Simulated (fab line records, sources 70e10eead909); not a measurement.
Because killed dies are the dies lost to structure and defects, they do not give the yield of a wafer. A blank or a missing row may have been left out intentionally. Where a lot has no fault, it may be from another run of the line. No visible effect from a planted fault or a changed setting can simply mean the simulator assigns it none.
Problem report in the 8D (eight disciplines) form, filled by code || flow nand harc || the parts of the form that need people (team, actions taken, sign-off) are left out

1. PROBLEM STATEMENT
Mean of tube center temp C at NHARC_A_DECK1_JOINT_CVD_12: 636 C over 3 wafers from 1 lot, against 620 C (standard deviation 0.059) on wafers with no fault. That is +99 or more standard deviations from the usual mean.
The step: deposits poly-Si, target thk 90 nm, time 1800 s.
Earliest sighting: wafer L587.2 on lpcvd poly-04 at day 12 11:21. At this step, 33 wafers from 11 lots have a number in the record. The rule behind "out" and "out of limits": a value lying over 4 standard deviations away from the usual mean. Any other wafer with a number is counted as sound.

2. WHAT IT IS AND WHAT IT IS NOT
{"question": "which readings at this step", "is": "tube center temp C, spike tc bottom C, spike tc centre C, spike tc lower C, spike tc top C, spike tc upper C", "is not": "pressure mtorr, zone power lower pct"}
{"question": "which lots", "is": "L587", "is not": "L583, L584, L585, L599, L600, L601, L602, L603, L604, L605"}
{"question": "which wafers of those lots", "is": "all that have a number", "is not": "-"}
{"question": "read on which tools", "is": "lpcvd poly-04", "is not": "lpcvd poly-01, lpcvd poly-02"}
{"question": "when", "is": "from day 12 11:21", "is not": "up to then (9 sound wafers); but 21 sound wafers of L599, L600, L601, L602, L603, L604, L605 came after"}

3. SUSPECTS, AND WHAT RULES EACH OUT
Counting: a tool stays on the suspect list if, at a process step up to the reading, it processed all lots that are out and no sound lot following the first of them.
- ald sin batch-02 at NHARC_A_CHANNEL_FILL_D1_ALD_03 (deposits SiNx, target thk 6 nm, pulse time 60 s, ald cycles 58): ruled out as a lasting fault. The sound lots L603, L604, L605 went through it after L587, its earliest lot that is out (day 11 04:20). With no start given for some of its lots, NHARC_A_CHANNEL_FILL_D1_ALD_03 uses the hours and lot order of NHARC_A_CHANNEL_FILL_D1_STRIP_28.
- rie diel-09 at NHARC_A_CHANNEL_FILL_D1_STRIP_28 (strips in O2, time 20 s): ruled out as a lasting fault. The sound lots L600, L601, L603, L604 went through it after L587, its earliest lot that is out (day 11 04:20).
- lpcvd poly-04 at NHARC_A_DECK1_JOINT_CVD_12 (deposits poly-Si, target thk 90 nm, time 1800 s): ruled out as a lasting fault. The sound lots L603, L604, L605 went through it after L587, its earliest lot that is out (day 12 11:21).
Left after counting: nothing in the record.

4. THE CAUSE (what the simulator had put in)
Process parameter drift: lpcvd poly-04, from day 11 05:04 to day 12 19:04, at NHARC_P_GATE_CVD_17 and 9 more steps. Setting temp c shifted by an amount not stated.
Counting ruled it out, wrongly.

5. SEQUENCE OF EFFECTS, ordered by route
Each row: a reading whose mean over the struck wafers that have a number lies more than 3 standard deviations from the usual. Only readings whose record carries a usual standard deviation are examined. hours: median over the lots of the time between each lot's start at the first step of this table that gives one and its start at this step. sigmas: the change, counted in usual standard deviations.
{"hours": 0, "step": "NHARC_A_DECK1_JOINT_CVD_12", "reading": "spike tc bottom C", "usual": "639.8 C", "on struck wafers": 658.2, "change": "+18.4", "sigmas": "+9.2"}
{"hours": 0, "step": "NHARC_A_DECK1_JOINT_CVD_12", "reading": "spike tc centre C", "usual": "621.0 C", "on struck wafers": 637.3, "change": "+16.3", "sigmas": "+15"}
{"hours": 0, "step": "NHARC_A_DECK1_JOINT_CVD_12", "reading": "spike tc lower C", "usual": "621.7 C", "on struck wafers": 637.0, "change": "+15.3", "sigmas": "+13"}
{"hours": 0, "step": "NHARC_A_DECK1_JOINT_CVD_12", "reading": "spike tc top C", "usual": "637.8 C", "on struck wafers": 657.3, "change": "+19.5", "sigmas": "+8.1"}
{"hours": 0, "step": "NHARC_A_DECK1_JOINT_CVD_12", "reading": "spike tc upper C", "usual": "620.1 C", "on struck wafers": 634.4, "change": "+14.3", "sigmas": "+9.5"}
{"hours": 0, "step": "NHARC_A_DECK1_JOINT_CVD_12", "reading": "tube center temp C", "usual": "620 C", "on struck wafers": 636, "change": "+16", "sigmas": "+99 or more"}
The process steps in it:
- NHARC_A_DECK1_JOINT_CVD_12: deposits poly-Si, target thk 90 nm, time 1800 s.

6. HOW IT WOULD HAVE BEEN CAUGHT EARLIER
First out-of-limits reading in this record: day 12 11:21, which is 30 hours after fault onset at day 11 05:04.
